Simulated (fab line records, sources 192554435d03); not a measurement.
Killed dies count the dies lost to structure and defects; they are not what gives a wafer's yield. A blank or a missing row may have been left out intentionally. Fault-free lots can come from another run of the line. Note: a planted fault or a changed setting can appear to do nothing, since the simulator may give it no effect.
Chamber matching + flow n5-finfet + 4 sister chambers for N5_HKMG_FIN_STRIP_89 on rie-diel-04
The step strips SOC in N2/H2, time 20 s. 4 wafers are shown with their chamber, then 7 later ones without.

## WAFERS WITH THEIR CHAMBER
| wafer  | chamber | showerhead-plenum-p-Torr (Torr) |
|--------|---------|---------------------------------|
| L080.5 | 3       | 3.25                            |
| L082.1 | 2       | 3.49                            |
| L085.1 | 1       | 3.32                            |
| L085.4 | 0       | 3.44                            |

## WAFERS WHOSE CHAMBER IS MISSING
| wafer  | showerhead-plenum-p-Torr (Torr) |
|--------|---------------------------------|
| L085.5 | 3.49                            |
| L086.2 | 3.24                            |
| L086.5 | 3.24                            |
| L086.6 | 3.49                            |
| L096.1 | 3.42                            |
| L096.2 | 3.47                            |
| L096.3 | 3.23                            |

## WHICH CHAMBER EACH WENT THROUGH
| wafer  | from the rows above     | in truth |
|--------|-------------------------|----------|
| L085.5 | 2                       | 2        |
| L086.2 | 3                       | 3        |
| L086.5 | 3                       | 3        |
| L086.6 | 2                       | 2        |
| L096.1 | 0                       | 0        |
| L096.2 | can't be placed: 2 or 0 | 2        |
| L096.3 | 3                       | 3        |
Placed correctly: 6 of 7. Can't be placed from these rows: 1 (the true chamber is among the candidates in 1). Wrongly placed: 0.
How it was worked out, from the rows above alone: a wafer's distance from a chamber is the root of the sum, over the readings, of the square of ((its reading less the chamber's mean) divided by the reading's scatter). If the next closest chamber is less than 2 further off than the closest, the wafer can't be placed; otherwise it belongs to the closest. For every chamber, the mean is computed from those of its wafers that are shown. The scatter: root of mean squared gap, hidden wafer to nearest shown wafer, with one shown wafer a chamber.
